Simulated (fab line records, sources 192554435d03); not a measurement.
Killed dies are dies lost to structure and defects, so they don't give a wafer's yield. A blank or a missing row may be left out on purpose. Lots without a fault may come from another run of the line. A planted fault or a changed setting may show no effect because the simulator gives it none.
fab line records | flow n5_finfet | part 2 of 2: steps 23 to 31 of 31
record lots=5 wafers=15 last_day=16
route steps=1938 shown BEOL_M7@1307 BEOL_M8@1332
lots that met no fault: from a run of the same line without faults
start_h: hours from the record's first day to the start of the lot's first wafer shown | wait_h: hours since the lot's step before | " the same as in the row above | L1.1+2: a row that stands for several wafers | - no value, or no start given | * or withheld: withheld | < > ~ a bound
route shown NAME@n: a module of which the file shows steps, and the number in the route of the first | usual: mean/standard deviation of fault-free wafers | same: alike in all rows | chamber/n: place in a boat | sites: the reading at each site | _std_site: their standard deviation | _edge_site: outer sites' mean less inner sites' | radius_mm: how far each site lies from the wafer's centre | mask NAME#n: copy n | behind: the tool/chamber that last shaped the wafer | hold: why the lot was held/for how many hours/how that ended | device: the transistor (n, p or np) that didn't switch | end of line: the same wafers' tests at the end of the route | a step without rows: its recipe alone | killed: dies lost to structure and defects at the first sort, not the wafer's yield | map: a wafer's dies, x killed, . not, _ none there
set.NAME: the setting as run; set.NAME@STEP: as run at that earlier step | model.NAME: the simulator's own value behind a step, which no gauge read
lots at some steps of the route; a table a step, a row a wafer
services: from which hour (start_h, from the record's first day; less than 0 if before it) a tool's chamber was out of use, for how many hours, and why
## steps
# step N5_BEOL_M7_DEP_56
# recipe material=SiCN target_thk_a=100 temp_c=withheld precursor=3MS/NH3 pressure_torr=3 rf_w=202 time_s=17.5
# usual showerhead_plenum_p_Torr=3.662/0.01 throttle_valve_pct=9.3/0.66
# columns lot.wafer tool chamber start_h wait_h showerhead_plenum_p_Torr since_wet_clean_h throttle_valve_pct
L078.3 pecvd-03 2 226.27 0.0 3.668 176 8.4
L078.5 " 0 " " 3.674 - 9.9
L078.6 " 2 " " 3.671 - 8.4
L081.2 pecvd-02 1 242.61 0.0 3.658 1853 9.8
L081.3 " 2 " " 3.660 374 8.9
L081.5 " 1 " " 3.640 - 9.9
L084.1 pecvd-02 0 274.54 0.0 3.657 1160 10.1
L084.2 " 1 " " 3.643 1885 9.9
L084.3 " 2 " " 3.662 406 8.7
L089.3 pecvd-01 0 296.54 0.0 3.661 1363 8.9
L089.4 " 1 " " 3.666 - 10.1
L089.5 " 0 " " 3.657 - 8.5
L090.3 pecvd-01 0 299.34 0.0 3.662 1366 8.7
L090.5 " 2 " " 3.659 - 9.2
L090.6 " 0 " " 3.664 - 8.5
# step N5_BEOL_M7_RS_MEAS_57
# recipe thk_meas_gauge=four-point-probe reads=Cu_of_BEOL_M7_ECD_50+Co_of_BEOL_M7_CVD_78+TaN_of_BEOL_M7_ALD_77
# usual M7_RS=0.287/0.0099
# columns lot.wafer tool chamber start_h wait_h M7_RS[ohm/sq]
L078.3 film_metro-01 - 226.34 0.1 0.272
L078.5 " - " " 0.277
L078.6 " - " " 0.298
L081.2 film_metro-02 - 242.67 0.1 0.286
L081.3 " - " " 0.300
L081.5 " - " " 0.286
L084.1 film_metro-01 - 274.61 0.1 0.303
L084.2 " - " " 0.280
L084.3 " - " " 0.283
L089.3 film_metro-01 - 296.61 0.1 0.287
L089.4 " - " " 0.280
L089.5 " - " " 0.282
L090.3 film_metro-01 - 299.41 0.1 0.301
L090.5 " - " " 0.294
L090.6 " - " " 0.298
# step N5_BEOL_M7_INSPECT_58
# recipe inspect_instrument=darkfield mode=post_dep
# usual raw_defect_count=70/20
# columns lot.wafer tool chamber start_h wait_h raw_defect_count
L078.3 defect_inspect-02 - 226.37 0.0 74
L078.5 " - " " 41
L078.6 " - " " 44
L081.2 defect_inspect-01 - 242.70 0.0 84
L081.3 " - " " 68
L081.5 " - " " 76
L084.1 defect_inspect-02 - 274.63 0.0 40
L084.2 " - " " 49
L084.3 " - " " 76
L089.3 defect_inspect-01 - 296.64 0.0 42
L089.4 " - " " 71
L089.5 " - " " 73
L090.3 defect_inspect-01 - 299.44 0.0 55
L090.5 " - " " 58
L090.6 " - " " 55
# step N5_BEOL_M8_ILD_DEP_00
# recipe material=SiCOH_lowk target_thk_a=1797.5 temp_c=300 precursor=DEMS/porogen pressure_torr=5 rf_w=500 time_s=33.4
# usual heater_power_w=279/30 showerhead_plenum_p_Torr=5.729/0.016 throttle_valve_pct=14.1/0.97
# columns lot.wafer tool chamber start_h wait_h heater_power_w showerhead_plenum_p_Torr since_wet_clean_h throttle_valve_pct
L078.3 pecvd-02 1 226.40 0.0 232 5.724 1837 15.4
L078.5 " 1 " " 242 5.735 - 15.4
L078.6 " 2 " " 299 5.733 - 13.4
L081.2 pecvd-04 1 242.74 0.0 245 5.736 1490 14.7
L081.3 " 2 " " 282 5.711 11 12.2
L081.5 " 0 " " 263 5.705 - 14.4
L084.1 pecvd-03 1 274.67 0.0 265 5.734 1704 14.6
L084.2 " 0 " " 336 5.755 979 14.6
L084.3 " 2 " " 228 5.756 225 12.8
L089.3 pecvd-03 0 296.68 0.0 323 5.735 1001 14.7
L089.4 " 0 " " 317 5.732 - 14.7
L089.5 " 1 " " 278 5.735 - 14.6
L090.3 pecvd-02 0 299.47 0.0 278 5.733 1185 15.0
L090.5 " 0 " " 278 5.726 - 14.8
L090.6 " 1 " " 241 5.738 - 15.3
# step N5_BEOL_M8_CURE_74
# recipe temp_c=385 time_s=240 ambient=He/Ar material=SiCOH_lowk
# usual lamp_power_pct=52.31/0.057 wafer_temp_C_max=386.7/0.62
# columns lot.wafer tool chamber start_h wait_h lamp_power_pct wafer_temp_C_max
L078.3 uv_cure-01 2 226.63 0.2 52.28 386.2
L078.5 " 2 " " 52.28 386.5
L078.6 " 2 " " 52.25 387.0
L081.2 uv_cure-03 0 242.88 0.1 52.30 386.0
L081.3 " 0 " " 52.33 386.5
L081.5 " 0 " " 52.36 386.5
L084.1 uv_cure-01 0 274.73 0.0 52.33 386.2
L084.2 " 0 " " 52.35 386.4
L084.3 " 0 " " 52.26 385.9
L089.3 uv_cure-01 2 296.90 0.2 52.32 387.3
L089.4 " 2 " " 52.37 387.0
L089.5 " 2 " " 52.32 387.2
L090.3 uv_cure-03 0 299.86 0.4 52.38 386.6
L090.5 " 0 " " 52.34 386.5
L090.6 " 0 " " 52.37 386.7
# step N5_BEOL_M8_THK_MEAS_01
# recipe reads=SiCOH_lowk_of_BEOL_M8_ILD_DEP_00
# usual M8_ILD_THK=155.5/2
# columns lot.wafer tool chamber start_h wait_h M8_ILD_THK[nm]
L078.3 film_metro-02 - 226.98 0.3 155.0
L078.5 " - " " 157.5
L078.6 " - " " 156.6
L081.2 film_metro-01 - 243.31 0.4 154.4
L081.3 " - " " 155.5
L081.5 " - " " 154.8
L084.1 film_metro-02 - 275.25 0.4 154.7
L084.2 " - " " 153.8
L084.3 " - " " 152.4
L089.3 film_metro-01 - 297.25 0.3 155.0
L089.4 " - " " 156.7
L089.5 " - " " 155.8
L090.3 film_metro-02 - 300.54 0.5 156.1
L090.5 " - " " 160.4
L090.6 " - " " 158.5
# step N5_BEOL_M8_PECVD_70
# recipe material=SiO2 target_thk_a=200 temp_c=400 precursor=TEOS/O2 pressure_torr=5.5 rf_w=450 teos_flow_sccm=53.8 gas=O2 flow_sccm=3000 time_s=22.7
# usual heater_power_w=643/57 showerhead_plenum_p_Torr=8.74/0.05 throttle_valve_pct=23.0/1.6
# columns lot.wafer tool chamber start_h wait_h heater_power_w showerhead_plenum_p_Torr since_wet_clean_h throttle_valve_pct
L078.3 pecvd-02 1 227.02 0.0 535 8.73 1837 24.4
L078.5 " 2 " " 685 8.78 - 22.0
L078.6 " 1 " " 542 8.74 - 24.6
L081.2 pecvd-04 1 243.35 0.0 651 8.80 1491 23.7
L081.3 " 0 " " 652 8.64 766 22.9
L081.5 " 2 " " 743 8.67 - 19.4
L084.1 pecvd-02 2 275.28 0.0 694 8.78 406 21.8
L084.2 " 1 " " 589 8.76 1885 24.6
L084.3 " 0 " " 683 8.71 1160 24.1
L089.3 pecvd-03 2 297.29 0.0 627 8.83 247 20.8
L089.4 " 1 " " 589 8.77 - 23.9
L089.5 " 0 " " 768 8.78 - 23.5
L090.3 pecvd-04 2 300.59 0.1 752 8.64 - 19.4
L090.5 " 2 " " 755 8.66 - 19.8
L090.6 " 0 " " 676 8.67 - 23.0
# step N5_BEOL_M8_HM_DEP_02
# recipe material=TiN target_thk_a=200 temp_c=25 chamber_pressure_pa=0.49996
# usual throttle_valve_pct=30.2/0.85
# columns lot.wafer tool chamber start_h wait_h throttle_valve_pct
L078.3 pvd_sputter-02 - 227.48 0.4 29.8
L078.5 " - " " 29.8
L078.6 " - " " 30.6
L081.2 pvd_sputter-02 - 246.73 3.4 31.2
L081.3 " - " " 28.2
L081.5 " - " " 28.4
L084.1 pvd_sputter-03 - 275.66 0.4 30.9
L084.2 " - " " 30.3
L084.3 " - " " 30.3
L089.3 pvd_sputter-03 - 298.21 0.9 30.2
L089.4 " - " " 30.3
L089.5 " - " " 30.3
L090.3 pvd_sputter-02 - 303.62 3.0 31.1
L090.5 " - " " 31.2
L090.6 " - " " 28.3
# step N5_BEOL_M8_COAT_59
# recipe resist=SOC temp_c=250 time_s=60 spin_rpm=1500 resist_thk_nm=100
# usual heater_power_total_W=500.4/1.9
# columns lot.wafer tool chamber start_h wait_h heater_power_total_W
L078.3 litho_track-04 0 227.61 0.1 502.1
L078.5 " 0 " " 499.8
L078.6 " 0 " " 498.7
L081.2 litho_track-01 0 246.86 0.1 502.8
L081.3 " 0 " " 498.5
L081.5 " 0 " " 497.3
L084.1 litho_track-02 0 275.78 0.1 503.2
L084.2 " 0 " " 502.8
L084.3 " 0 " " 501.5
L089.3 litho_track-02 0 298.34 0.1 501.6
L089.4 " 0 " " 501.4
L089.5 " 0 " " 497.9
L090.3 litho_track-01 0 303.75 0.1 502.6
L090.5 " 0 " " 502.4
L090.6 " 0 " " 501.9
## services
# columns tool chamber start_h hours kind
rie_diel-03 3 204.13 13.8 repair
uv_cure-01 - 209.79 1.4 repair
cmp-02 - 211.88 4.0 pm
wet_bench-06 - 212.71 1.0 repair
wet_bench-06 - 214.17 1.7 repair
rie_diel-06 - 216.83 4.3 pm
pecvd-01 - 219.58 1.3 repair
rie_diel-05 3 228.51 2.4 repair
uv_cure-03 - 232.20 1.1 repair
rie_diel-06 2 235.86 5.7 repair
cvd_co-02 0 237.44 6.6 repair
cmp-02 - 248.49 1.5 repair
rie_diel-05 - 249.68 4.3 pm
cvd_co-02 - 252.23 6.9 pm
rtp_anneal-02 - 257.23 5.3 pm
cmp-02 - 265.06 3.1 repair
ald_metal-01 - 273.22 0.2 repair
ald_metal-01 - 283.58 2.8 pm
cmp-02 - 288.20 4.3 pm
cvd_co-02 2 288.59 3.8 repair
rie_diel-05 - 290.91 0.9 repair
pecvd-01 2 291.60 2.1 repair
pecvd-04 - 292.23 3.4 repair
uv_cure-02 - 302.94 4.1 repair
